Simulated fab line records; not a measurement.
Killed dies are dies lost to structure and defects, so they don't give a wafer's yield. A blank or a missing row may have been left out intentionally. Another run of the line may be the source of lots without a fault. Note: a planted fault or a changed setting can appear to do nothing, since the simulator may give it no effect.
Comparing a struck lot with a sound one + flow n5-finfet + 43 out of 1938 route steps
Sound: these wafers, L674.1, L674.2, L674.4. Struck: wafer L684.2 (L684.3, L684.4, from the same lot, were not struck and are left out); the cause is given at the end.
At each step with rows: each side's tool, then ch and its chambers, then its first start. Under that, the readings that differ: sound wafers + struck wafers + difference of the means + sigmas: that difference in standard deviations of wafers without a fault.
alike: readings whose means differ by less than 2 such deviations, and words and numbers that are the same on both sides. not compared: withheld readings, readings that some wafer has no value for, bounds like >300 that may hide the same value, and numbers for which the record gives no deviation and whose values overlap.
The two part at a step that has a row with sigmas, a row that says differs or no value, or rows on one side only. Numbers that have no deviation but don't overlap get no sigmas and don't part them. Lack of a reading on every wafer of one side parts them only where that side has two or more wafers.

first, 1 step without rows for these wafers: N5_BEOL_M4_ALD_98 (deposits SiO2, target thk 2.5 nm, pulse time 1 s, co reactant pulse time 1 s).
N5_BEOL_M4_ETCHBACK_99: etches SiO2 in CHF3, target depth 5 nm, time 10.4 s.
  sound on rie-diel-06 ch 0,1,3, day 9 01:42; struck on rie-diel-02 ch 2, day 11 07:04
  alike: drypump-motor-current-A, oes-product-au, rf-vpp-V, showerhead-plenum-p-Torr, throttle-valve-pct
  not compared: rf-hours-counter-h
then, 9 steps without rows for these wafers: N5_BEOL_M4_ETCH_70 (etches SOC in N2/H2, target depth 80 nm, overetch 24 nm, time 130 s); N5_BEOL_M4_STRIP_71 (strips in N2/H2); N5_BEOL_M4_STRIP_78 (strips in N2/H2); N5_BEOL_M4_VIA_ETCH_34 (etches the open film in C4F6/O2, target depth 69.4 nm, time 65.9 s); N5_BEOL_M4_STRIP_83 (strips in C4F6/O2); N5_BEOL_M4_STRIP_36 (strips in N2/H2); N5_BEOL_M4_TRENCH_ETCH_37 (etches SiOC in C4F6/O2, target depth 55.555 nm, time 29.2 s); N5_BEOL_M4_ETCH_41 (etches SiCN in CH3F/O2, target depth 29.9 nm, time 52.5 s); N5_BEOL_M4_STRIP_97 (strips in N2/H2, time 10 s).
N5_BEOL_M4_OCD_MEAS_38:
  sound: ocd-01 at day 9 02:06; struck: ocd-01 at day 11 07:28
  alike: trench-depth-nm
N5_BEOL_M4_HM_STRIP_39: strips TiN in peroxide tin strip, target depth 25 nm, time 158 s.
  sound on wet-bench-05 ch 0,1,2, day 9 02:08; struck on wet-bench-03 ch 0,1,2, day 11 07:29
then, 3 steps without rows for these wafers: N5_BEOL_M4_SRD_40 (time 30 s); N5_BEOL_M4_PRECLEAN_42 (cleans in residue remover, time 60 s); N5_BEOL_M4_SRD_43 (time 30 s).
N5_BEOL_M4_CD_MEAS_35: target cd 18 nm, target cd y 22.4 nm.
  sound: cd-sem-03 at day 9 02:15; struck: cd-sem-01 at day 11 07:37
  alike: cd-nm
then, 7 steps without rows for these wafers: N5_BEOL_M4_DEGAS_44 (time 60 s); N5_BEOL_M4_PRE_CLEAN_45 (time 30 s); N5_BEOL_M4_ALD_84 (deposits TaN, pulse time 2 s, purge time 3 s, co reactant purge time 2 s); N5_BEOL_M4_SURFACE_TREAT_85; N5_BEOL_M4_CVD_47 (deposits Co from CCTBA/H2, target thk 3 nm, time 223.8 s); N5_BEOL_M4_SPUTTER_48 (material Cu, target thk 4.5 nm, time 8.29 s); N5_BEOL_M4_ANNEAL_49 (time 240 s).
N5_BEOL_M4_SPUTTER_79: material Cu, target thk 4.5 nm, time 8.29 s.
  sound: pvd-sputter-03 at day 9 03:38; struck: pvd-sputter-01 at day 11 10:04
  alike: throttle-valve-pct
then, 4 steps without rows for these wafers: N5_BEOL_M4_ANNEAL_80 (time 240 s); N5_BEOL_M4_SPUTTER_81 (material Cu, target thk 4.5 nm, time 8.29 s); N5_BEOL_M4_ANNEAL_82 (time 240 s); N5_BEOL_M4_SPUTTER_86 (material Cu, target thk 4.5 nm, time 8.29 s).
N5_BEOL_M4_ANNEAL_87: time 240 s.
  sound: pvd-sputter-03 at day 9 04:09; struck: pvd-sputter-01 at day 11 10:35
  alike: heater-power-w
then, 3 steps without rows for these wafers: N5_BEOL_M4_SPUTTER_88 (material Cu, target thk 4.5 nm, time 8.29 s); N5_BEOL_M4_ANNEAL_89 (time 240 s); N5_BEOL_M4_SPUTTER_90 (material Cu, target thk 4.5 nm, time 8.29 s).
N5_BEOL_M4_ANNEAL_91: time 240 s.
  sound: pvd-sputter-03 at day 9 04:35; struck: pvd-sputter-01 at day 11 11:02
  alike: heater-power-w
then, 7 steps without rows for these wafers: N5_BEOL_M4_SPUTTER_92 (material Cu, target thk 4.5 nm, time 8.29 s); N5_BEOL_M4_ANNEAL_93 (time 240 s); N5_BEOL_M4_SPUTTER_94 (material Cu, target thk 4.5 nm, time 8.29 s); N5_BEOL_M4_ANNEAL_95 (time 240 s); N5_BEOL_M4_SPUTTER_96 (material Cu, target thk 4.5 nm, time 8.29 s); N5_BEOL_M4_ECD_50 (material Cu, target thk 300 nm); N5_BEOL_M4_ANNEAL_51 (time 90 s).
N5_BEOL_M4_CMP_52: polishes, stops on SiOC, t overpolish 6.8 s, target thk 40 nm.
  sound on cmp-04 ch 0,1,2, day 9 07:07; struck on cmp-01 ch 3, day 11 12:07
  alike: barrier-field-endpoint-s, motor-current-A, overpolish-run-s, time-to-endpoint-s
-- here the record skips 4 days between the struck wafers' starts before and after, leaving off in module BEOL_M4 and picking up in module PASSIVATION (first step shown: number 1936 of the route) --
N5_PASSIVATION_PROBE_49:
  record: rows for the struck wafers here (prober-02, day 15 17:25), none for the sound ones

== WHERE THEY PART ==
At N5_PASSIVATION_PROBE_49 and nowhere else, as far as this record goes.

WHY: what the simulator had put in
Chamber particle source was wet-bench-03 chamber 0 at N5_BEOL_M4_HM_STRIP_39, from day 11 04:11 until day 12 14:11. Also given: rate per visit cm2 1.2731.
